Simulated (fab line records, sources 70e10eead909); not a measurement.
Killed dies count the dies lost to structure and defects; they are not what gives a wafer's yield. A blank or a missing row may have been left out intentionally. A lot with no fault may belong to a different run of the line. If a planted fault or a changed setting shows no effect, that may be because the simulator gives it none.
Comparing a struck lot with a sound one -- flow nand harc -- 13 steps out of a route of 1159
Sound: these wafers, L208.2, L208.3, L208.5. Struck: wafers L222.3, L222.4, L222.5. The cause is given at the end.
For every step that has rows: the tool of each side, followed by ch and its chambers, followed by its first start. Under that, the readings that differ: sound wafers -- struck wafers -- difference of the means -- sigmas: that difference in standard deviations of wafers without a fault.
alike: words and numbers the same on both sides, and readings whose means are apart by under 2 such deviations; not compared: readings that were withheld, readings missing a value for some wafer, numbers with overlapping values and no deviation given by the record, and bounds like >300 which may hide the same value.
A row with sigmas, a row that says differs or no value, or rows on one side alone: a step with any of these is where the two part. When numbers do not overlap yet have no deviation, they are printed without sigmas and do not part them. A reading missing from all wafers of one side parts the sides only when that side holds two or more wafers.

NHARC_A_SLIT_ETCH_29: etches the open film in CF4/O2, target depth 100 nm, overetch 10 nm, time 55 s.
  sound on rie diel-10 ch 1,2,3, day 15 06:05; struck on rie diel-11 ch 0,2,3, day 19 16:13
  alike: drypump motor current A, oes product au, rf vpp V, showerhead plenum p Torr, throttle valve pct
  not compared: rf hours counter h
NHARC_A_SLIT_STRIP_18: strips in O2.
  sound: rie diel-10 ch 1,2; struck: rie diel-11 ch 0,3
  alike: drypump motor current A, oes product au, rf vpp V, showerhead plenum p Torr, throttle valve pct
  not compared: rf hours counter h
then, 2 steps without rows for these wafers: NHARC_A_SLIT_PRECLEAN_19 (cleans in SC1); NHARC_A_SLIT_SRD_20.
NHARC_A_SLIT_CD_MEAS_21:
  sound on cd sem-02, day 15 06:37; struck on cd sem-01, day 19 16:45
  alike: cd nm
then, 3 steps without rows for these wafers: NHARC_A_SIN_REMOVE_WET_00 (chemistry H3PO4, time 15300 s); NHARC_A_SIN_REMOVE_PRECLEAN_01 (cleans in SC1); NHARC_A_SIN_REMOVE_SRD_02.
NHARC_A_SIN_REMOVE_INSPECT_04:
  sound on defect inspect-02, day 15 13:48; struck on defect inspect-02, day 19 22:47
  alike: raw defect count
NHARC_A_WL_FILL_ALD_00: deposits Al2O3, target thk 3 nm, pulse time 3 s, ald cycles 30.
  sound on ald hk-03 ch 1,3, day 15 13:52; struck on ald hk-01 ch 0,1,3, day 19 22:54
  alike: heater power outer w, heater power w, precursor pulse height rel
NHARC_A_WL_FILL_RTA_01: time 5 s.
  sound on rtp anneal-01 ch 0, day 15 14:10; struck on rtp anneal-02 ch 0, day 19 23:10
reading,sound,struck,difference,sigmas
lamp power pct (%),31.1 31.1 31.0,27.6 27.7 27.5,-3.5,-2
wafer_temp_C_max,1005.8 1005.6 1005.1,1002.0 1002.0 1002.8,-3.2,-2
NHARC_A_WL_FILL_ALD_02: deposits TiN, target thk 2 nm, pulse time 3 s, ald cycles 100.
  sound on ald metal-01 ch 1,3, day 15 14:21; struck on ald metal-04 ch 1,3, day 19 23:20
  no value came back on the struck wafers for any of 5 readings (ald cycles, heater power outer w (W) and others); on the sound wafers ald cycles reads 100 100 100
-- jump in the record: it breaks off in module A_WL_FILL and resumes in module END (first step shown: number 1159 of the route), and 5 days separate the struck wafers' starts before and after --
NHARC_END_SORT_01:
  only the struck wafers appear in the record here, on prober-01 ch 0 at day 24 16:16; the sound ones have no rows

WHERE THEY PART
Last at NHARC_END_SORT_01 as far as this record goes, first at NHARC_A_WL_FILL_RTA_01.

WHY: whatever the simulator had introduced
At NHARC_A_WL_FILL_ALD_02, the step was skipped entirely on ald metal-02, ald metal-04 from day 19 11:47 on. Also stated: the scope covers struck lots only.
